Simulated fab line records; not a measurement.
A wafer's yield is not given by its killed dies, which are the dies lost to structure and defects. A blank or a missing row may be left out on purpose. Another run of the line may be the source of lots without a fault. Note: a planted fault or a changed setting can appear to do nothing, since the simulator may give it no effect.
Which tool is to blame? / flow nandHarc / Sampling: 10 lots, 30 wafers, 5 of 1302 route steps

== WHAT THE GAUGES READ, wafer by wafer ==
NHARC_END_SORT_01. Usual: killedAtArray 58, standard deviation 18; killedAtOther 1.0, standard deviation 1.5; killedAtPeriphery 4, standard deviation 3.1; killedDies 64, standard deviation 18; killedOpen 3.4, standard deviation 1.9; killedShort 2.7, standard deviation 1.7.
lot=L718; measured=day 30 14:56; on=prober-02; killedAtArray=39 40 46; killedAtOther=0 0 0; killedAtPeriphery=3 5 6; killedDies=42 45 52; killedOpen=6 2 1; killedShort=2 4 4; flag=
lot=L721; measured=day 31 09:43; on=prober-02; killedAtArray=82 60 65; killedAtOther=2 1 0; killedAtPeriphery=4 6 2; killedDies=88 67 67; killedOpen=6 3 0; killedShort=4 0 4; flag=

== EACH LOT AND THE TOOL THAT RAN IT (in order: tool; ch and the chambers of the sampled wafers; start) ==
lot=L704; NHARC_P_ZERO_WELL_ETCH_65=rieDiel-09 ch 0,2, day 1 21:32; NHARC_P_ZERO_WELL_ETCH_63=rieSi-02 ch 0,3, day 1 21:43; NHARC_P_STI_DESCUM_14=rieDiel-01 ch 1,2, day 3 00:38; NHARC_P_GATE_HM_OPEN_105=rieDiel-03 ch 1,2,3, no start
lot=L708; NHARC_P_ZERO_WELL_ETCH_65=rieDiel-13 ch 0,2,3, day 3 13:35; NHARC_P_ZERO_WELL_ETCH_63=rieSi-02 ch 0,2, day 3 13:47; NHARC_P_STI_DESCUM_14=rieDiel-01 ch 2,3, day 4 10:27; NHARC_P_GATE_HM_OPEN_105=rieDiel-03 ch 1,3, no start
lot=L714; NHARC_P_ZERO_WELL_ETCH_65=rieDiel-13 ch 1,3, day 6 01:31; NHARC_P_ZERO_WELL_ETCH_63=rieSi-02 ch 1,2,3, day 6 01:43; NHARC_P_STI_DESCUM_14=rieDiel-04 ch 0,3, day 7 02:40; NHARC_P_GATE_HM_OPEN_105=rieDiel-03 ch 2,3, no start
lot=L718; NHARC_P_ZERO_WELL_ETCH_65=rieDiel-13 ch 1,2,3, day 7 17:55; NHARC_P_ZERO_WELL_ETCH_63=rieSi-02 ch 0,1,3, day 7 18:06; NHARC_P_STI_DESCUM_14=rieDiel-11 ch 2,3, day 8 12:19; NHARC_P_GATE_HM_OPEN_105=rieDiel-03 ch 1,2,3, day 30 14:56 or earlier
lot=L721; NHARC_P_ZERO_WELL_ETCH_65=rieDiel-02 ch 0,2, day 8 23:30; NHARC_P_ZERO_WELL_ETCH_63=rieSi-03 ch 1,3, day 8 23:43; NHARC_P_STI_DESCUM_14=rieDiel-11 ch 0,1,2, day 9 20:31; NHARC_P_GATE_HM_OPEN_105=rieDiel-05 ch 1,2,3, day 31 09:43 or earlier
lot=L722; NHARC_P_ZERO_WELL_ETCH_65=rieDiel-02 ch 1,2, day 9 09:33; NHARC_P_ZERO_WELL_ETCH_63=rieSi-03 ch 0,1,3, day 9 09:45; NHARC_P_STI_DESCUM_14=rieDiel-01 ch 0,2,3, day 10 07:23; NHARC_P_GATE_HM_OPEN_105=rieDiel-07 ch 1,2, no start
lot=L723; NHARC_P_ZERO_WELL_ETCH_65=rieDiel-02 ch 1,2,3, day 9 19:30; NHARC_P_ZERO_WELL_ETCH_63=rieSi-02 ch 0,3, day 9 19:40; NHARC_P_STI_DESCUM_14=rieDiel-11 ch 0,1,2, day 10 16:49; NHARC_P_GATE_HM_OPEN_105=rieDiel-05 ch 0,2, no start
lot=L725; NHARC_P_ZERO_WELL_ETCH_65=rieDiel-13 ch 0,1,3, day 10 15:30; NHARC_P_ZERO_WELL_ETCH_63=rieSi-01 ch 0,2,3, day 10 15:54; NHARC_P_STI_DESCUM_14=rieDiel-11 ch 0,1,2, day 11 12:33; NHARC_P_GATE_HM_OPEN_105=rieDiel-07 ch 1,2, no start
lot=L726; NHARC_P_ZERO_WELL_ETCH_65=rieDiel-13 ch 0,1,2, day 11 01:22; NHARC_P_ZERO_WELL_ETCH_63=rieSi-03 ch 1,3, day 11 01:33; NHARC_P_STI_DESCUM_14=rieDiel-01 ch 0,1,3, day 12 02:08; NHARC_P_GATE_HM_OPEN_105=rieDiel-03 ch 0,2,3, no start
lot=L727; NHARC_P_ZERO_WELL_ETCH_65=rieDiel-13 ch 1,2,3, day 11 11:25; NHARC_P_ZERO_WELL_ETCH_63=rieSi-01 ch 0,1,2, day 11 11:35; NHARC_P_STI_DESCUM_14=rieDiel-01 ch 1,3, day 12 10:14; NHARC_P_GATE_HM_OPEN_105=rieDiel-05 ch 1,2,3, no start
- NHARC_P_ZERO_WELL_ETCH_65: etches the open film in N2/H2, target depth 80 nm, overetch 24 nm, time 87.88 s.
- NHARC_P_ZERO_WELL_ETCH_63: etches the open film in HBr/Cl2, target depth 120 nm, time 40.1 s.
- NHARC_P_STI_DESCUM_14: chemistry O2, time 3 s.
- NHARC_P_GATE_HM_OPEN_105: chemistry O2/COS, target depth 360 nm.

== AS READ BY THE TOOLS THEMSELVES (means over the sampled wafers that have a number; for cases with no such wafer, the mark the record gives instead) ==
NHARC_P_ZERO_WELL_ETCH_65. Usual: chamberPressureMTorr is 29.997 mTorr with standard deviation 0.027, drypumpMotorCurrentA is 5.8 A with standard deviation 0.39, oesProductAu is 1.003 a.u. with standard deviation 0.01, rfVppV is 431.1 V with standard deviation 2.7, runLengthS is 109.4 s with standard deviation 0.47, showerheadPlenumPTorr is 2.06 Torr with standard deviation 0.091, and throttleValvePct is 14.171 % with standard deviation 0.008.
lot=L704; tool=rieDiel-09; chamberPressureMTorr (mTorr)=30.003; drypumpMotorCurrentA (A)=6.3; oesProductAu (a.u.)=1.003; rfVppV (V)=431.1; runLengthS (s)=109.7; showerheadPlenumPTorr (Torr)=2.08; throttleValvePct (%)=14.176; flag=
lot=L708; tool=rieDiel-13; chamberPressureMTorr (mTorr)=30.007; drypumpMotorCurrentA (A)=5.9; oesProductAu (a.u.)=1.005; rfVppV (V)=431.3; runLengthS (s)=109.5; showerheadPlenumPTorr (Torr)=2.08; throttleValvePct (%)=14.177; flag=
lot=L714; tool=rieDiel-13; chamberPressureMTorr (mTorr)=29.979; drypumpMotorCurrentA (A)=5.9; oesProductAu (a.u.)=1.003; rfVppV (V)=431.9; runLengthS (s)=109.4; showerheadPlenumPTorr (Torr)=2.10; throttleValvePct (%)=14.175; flag=
lot=L718; tool=rieDiel-13; chamberPressureMTorr (mTorr)=30.020; drypumpMotorCurrentA (A)=5.9; oesProductAu (a.u.)=1.000; rfVppV (V)=430.2; runLengthS (s)=104.3; showerheadPlenumPTorr (Torr)=2.06; throttleValvePct (%)=14.167; flag=OFF
lot=L721; tool=rieDiel-02; chamberPressureMTorr (mTorr)=29.982; drypumpMotorCurrentA (A)=6.1; oesProductAu (a.u.)=1.007; rfVppV (V)=427.1; runLengthS (s)=109.5; showerheadPlenumPTorr (Torr)=1.93; throttleValvePct (%)=14.178; flag=
lot=L722; tool=rieDiel-02; chamberPressureMTorr (mTorr)=29.995; drypumpMotorCurrentA (A)=5.4; oesProductAu (a.u.)=1.017; rfVppV (V)=428.7; runLengthS (s)=109.2; showerheadPlenumPTorr (Torr)=1.98; throttleValvePct (%)=14.168; flag=
lot=L723; tool=rieDiel-02; chamberPressureMTorr (mTorr)=29.990; drypumpMotorCurrentA (A)=5.5; oesProductAu (a.u.)=1.003; rfVppV (V)=430.9; runLengthS (s)=109.2; showerheadPlenumPTorr (Torr)=2.04; throttleValvePct (%)=14.167; flag=
lot=L725; tool=rieDiel-13; chamberPressureMTorr (mTorr)=30.010; drypumpMotorCurrentA (A)=5.9; oesProductAu (a.u.)=1.006; rfVppV (V)=432.1; runLengthS (s)=109.1; showerheadPlenumPTorr (Torr)=2.11; throttleValvePct (%)=14.169; flag=
lot=L726; tool=rieDiel-13; chamberPressureMTorr (mTorr)=30.011; drypumpMotorCurrentA (A)=5.9; oesProductAu (a.u.)=0.991; rfVppV (V)=431.5; runLengthS (s)=109.2; showerheadPlenumPTorr (Torr)=2.07; throttleValvePct (%)=14.173; flag=
lot=L727; tool=rieDiel-13; chamberPressureMTorr (mTorr)=30.006; drypumpMotorCurrentA (A)=5.9; oesProductAu (a.u.)=1.011; rfVppV (V)=430.2; runLengthS (s)=109.3; showerheadPlenumPTorr (Torr)=2.06; throttleValvePct (%)=14.172; flag=

NHARC_P_ZERO_WELL_ETCH_63. Usual: chamberPressureMTorr 15.001 mTorr, standard deviation 0.013; drypumpMotorCurrentA 5.7 A, standard deviation 0.57; oesProductAu 1.001 a.u., standard deviation 0.011; throttleValvePct 26.406 %, standard deviation 0.0089.
lot=L704; tool=rieSi-02; chamberPressureMTorr (mTorr)=14.996; drypumpMotorCurrentA (A)=5.4; oesProductAu (a.u.)=0.999; throttleValvePct (%)=26.404; flag=
lot=L708; tool=rieSi-02; chamberPressureMTorr (mTorr)=15.001; drypumpMotorCurrentA (A)=5.5; oesProductAu (a.u.)=0.996; throttleValvePct (%)=26.397; flag=
lot=L714; tool=rieSi-02; chamberPressureMTorr (mTorr)=15.017; drypumpMotorCurrentA (A)=5.7; oesProductAu (a.u.)=1.008; throttleValvePct (%)=26.406; flag=
lot=L718; tool=rieSi-02; chamberPressureMTorr (mTorr)=15.000; drypumpMotorCurrentA (A)=5.5; oesProductAu (a.u.)=0.997; throttleValvePct (%)=26.402; flag=
lot=L721; tool=rieSi-03; chamberPressureMTorr (mTorr)=15.017; drypumpMotorCurrentA (A)=6.1; oesProductAu (a.u.)=0.999; throttleValvePct (%)=26.405; flag=
lot=L722; tool=rieSi-03; chamberPressureMTorr (mTorr)=15.013; drypumpMotorCurrentA (A)=5.6; oesProductAu (a.u.)=0.997; throttleValvePct (%)=26.402; flag=
lot=L723; tool=rieSi-02; chamberPressureMTorr (mTorr)=15.005; drypumpMotorCurrentA (A)=5.4; oesProductAu (a.u.)=1.003; throttleValvePct (%)=26.407; flag=
lot=L725; tool=rieSi-01; chamberPressureMTorr (mTorr)=14.985; drypumpMotorCurrentA (A)=5.7; oesProductAu (a.u.)=1.006; throttleValvePct (%)=26.408; flag=
lot=L726; tool=rieSi-03; chamberPressureMTorr (mTorr)=14.998; drypumpMotorCurrentA (A)=5.8; oesProductAu (a.u.)=1.002; throttleValvePct (%)=26.407; flag=
lot=L727; tool=rieSi-01; chamberPressureMTorr (mTorr)=15.009; drypumpMotorCurrentA (A)=6.1; oesProductAu (a.u.)=1.005; throttleValvePct (%)=26.411; flag=

NHARC_P_STI_DESCUM_14. Usual: chamberPressureMTorr 60.00 mTorr, standard deviation 0.061; drypumpMotorCurrentA 5.74 A, standard deviation 0.3; oesProductAu 1.002 a.u., standard deviation 0.0094; rfVppV 57.6 V, standard deviation 0.86; showerheadPlenumPTorr 1.87 Torr, standard deviation 0.093; throttleValvePct 11.311 %, standard deviation 0.0085.
lot=L704; tool=rieDiel-01; chamberPressureMTorr (mTorr)=60.03; drypumpMotorCurrentA (A)=5.74; oesProductAu (a.u.)=0.997; rfVppV (V)=57.4; showerheadPlenumPTorr (Torr)=1.80; throttleValvePct (%)=11.305; flag=
lot=L708; tool=rieDiel-01; chamberPressureMTorr (mTorr)=59.99; drypumpMotorCurrentA (A)=5.89; oesProductAu (a.u.)=1.011; rfVppV (V)=57.5; showerheadPlenumPTorr (Torr)=1.80; throttleValvePct (%)=11.307; flag=
lot=L714; tool=rieDiel-04; chamberPressureMTorr (mTorr)=60.00; drypumpMotorCurrentA (A)=5.45; oesProductAu (a.u.)=1.008; rfVppV (V)=57.2; showerheadPlenumPTorr (Torr)=1.87; throttleValvePct (%)=11.315; flag=
lot=L718; tool=rieDiel-11; chamberPressureMTorr (mTorr)=60.00; drypumpMotorCurrentA (A)=5.65; oesProductAu (a.u.)=0.991; rfVppV (V)=58.2; showerheadPlenumPTorr (Torr)=2.01; throttleValvePct (%)=11.316; flag=
lot=L721; tool=rieDiel-11; chamberPressureMTorr (mTorr)=60.03; drypumpMotorCurrentA (A)=5.52; oesProductAu (a.u.)=1.001; rfVppV (V)=57.4; showerheadPlenumPTorr (Torr)=1.97; throttleValvePct (%)=11.309; flag=
lot=L722; tool=rieDiel-01; chamberPressureMTorr (mTorr)=59.97; drypumpMotorCurrentA (A)=5.87; oesProductAu (a.u.)=1.001; rfVppV (V)=57.1; showerheadPlenumPTorr (Torr)=1.82; throttleValvePct (%)=11.310; flag=
lot=L723; tool=rieDiel-11; chamberPressureMTorr (mTorr)=60.00; drypumpMotorCurrentA (A)=5.52; oesProductAu (a.u.)=1.000; rfVppV (V)=58.0; showerheadPlenumPTorr (Torr)=1.97; throttleValvePct (%)=11.314; flag=
lot=L725; tool=rieDiel-11; chamberPressureMTorr (mTorr)=60.00; drypumpMotorCurrentA (A)=5.52; oesProductAu (a.u.)=1.014; rfVppV (V)=57.5; showerheadPlenumPTorr (Torr)=1.97; throttleValvePct (%)=11.309; flag=
lot=L726; tool=rieDiel-01; chamberPressureMTorr (mTorr)=59.95; drypumpMotorCurrentA (A)=5.96; oesProductAu (a.u.)=0.990; rfVppV (V)=57.2; showerheadPlenumPTorr (Torr)=1.82; throttleValvePct (%)=11.306; flag=
lot=L727; tool=rieDiel-01; chamberPressureMTorr (mTorr)=59.97; drypumpMotorCurrentA (A)=6.00; oesProductAu (a.u.)=1.009; rfVppV (V)=58.4; showerheadPlenumPTorr (Torr)=1.80; throttleValvePct (%)=11.319; flag=

NHARC_P_GATE_HM_OPEN_105. Usual: chamberPressureMTorr 20.001 mTorr, standard deviation 0.019; drypumpMotorCurrentA 5.8 A, standard deviation 0.48; oesProductAu 1.002 a.u., standard deviation 0.01; rfVppV 467.1 V, standard deviation 3; showerheadPlenumPTorr 3.12 Torr, standard deviation 0.13; throttleValvePct 28.330 %, standard deviation 0.0082.
lot=L704; tool=rieDiel-03; chamberPressureMTorr (mTorr)=20.004; drypumpMotorCurrentA (A)=5.7; oesProductAu (a.u.)=1.000; rfVppV (V)=465.0; showerheadPlenumPTorr (Torr)=3.01; throttleValvePct (%)=28.327; flag=
lot=L708; tool=rieDiel-03; chamberPressureMTorr (mTorr)=19.984; drypumpMotorCurrentA (A)=6.0; oesProductAu (a.u.)=0.997; rfVppV (V)=465.4; showerheadPlenumPTorr (Torr)=3.06; throttleValvePct (%)=28.334; flag=
lot=L714; tool=rieDiel-03; chamberPressureMTorr (mTorr)=20.007; drypumpMotorCurrentA (A)=6.0; oesProductAu (a.u.)=0.990; rfVppV (V)=463.9; showerheadPlenumPTorr (Torr)=2.99; throttleValvePct (%)=28.332; flag=
lot=L718; tool=rieDiel-03; chamberPressureMTorr (mTorr)=20.005; drypumpMotorCurrentA (A)=5.7; oesProductAu (a.u.)=1.006; rfVppV (V)=464.7; showerheadPlenumPTorr (Torr)=3.01; throttleValvePct (%)=28.329; flag=
lot=L721; tool=rieDiel-05; chamberPressureMTorr (mTorr)=20.014; drypumpMotorCurrentA (A)=6.2; oesProductAu (a.u.)=1.002; rfVppV (V)=467.2; showerheadPlenumPTorr (Torr)=3.13; throttleValvePct (%)=28.328; flag=
lot=L722; tool=rieDiel-07; chamberPressureMTorr (mTorr)=20.013; drypumpMotorCurrentA (A)=5.9; oesProductAu (a.u.)=0.998; rfVppV (V)=469.4; showerheadPlenumPTorr (Torr)=3.24; throttleValvePct (%)=28.328; flag=
lot=L723; tool=rieDiel-05; chamberPressureMTorr (mTorr)=19.990; drypumpMotorCurrentA (A)=5.9; oesProductAu (a.u.)=0.998; rfVppV (V)=469.1; showerheadPlenumPTorr (Torr)=3.21; throttleValvePct (%)=28.335; flag=
lot=L725; tool=rieDiel-07; chamberPressureMTorr (mTorr)=19.998; drypumpMotorCurrentA (A)=6.1; oesProductAu (a.u.)=1.008; rfVppV (V)=469.3; showerheadPlenumPTorr (Torr)=3.26; throttleValvePct (%)=28.327; flag=
lot=L726; tool=rieDiel-03; chamberPressureMTorr (mTorr)=20.010; drypumpMotorCurrentA (A)=5.8; oesProductAu (a.u.)=1.010; rfVppV (V)=464.6; showerheadPlenumPTorr (Torr)=3.00; throttleValvePct (%)=28.341; flag=
lot=L727; tool=rieDiel-05; chamberPressureMTorr (mTorr)=19.997; drypumpMotorCurrentA (A)=6.2; oesProductAu (a.u.)=0.998; rfVppV (V)=466.8; showerheadPlenumPTorr (Torr)=3.13; throttleValvePct (%)=28.326; flag=

== THE ANSWER, worked out from the rows above alone ==
Rule: a lot counts as off when the mean over its wafers that have a number is more than 3 standard deviations away from the usual mean. Also off: a lot with no number at a reading for which 4 or more lots have one. Where the step has rows for the other lots, those lots are counted as sound. Order of review: gauges by route order, followed by the tools' own readings, for which a lot's mean as printed above is used. At the first step where some lot is off, the reading lying furthest off is the one used; lots without a number count as furthest.
Off, at NHARC_P_ZERO_WELL_ETCH_65 on runLengthS: L718.
If a tool, at that step or one of the process steps before it, ran each lot that is off and ran no sound lot following the first of them, it fits. No candidate that was tried fits.

== WHAT THE SIMULATOR HAD PUT IN ==
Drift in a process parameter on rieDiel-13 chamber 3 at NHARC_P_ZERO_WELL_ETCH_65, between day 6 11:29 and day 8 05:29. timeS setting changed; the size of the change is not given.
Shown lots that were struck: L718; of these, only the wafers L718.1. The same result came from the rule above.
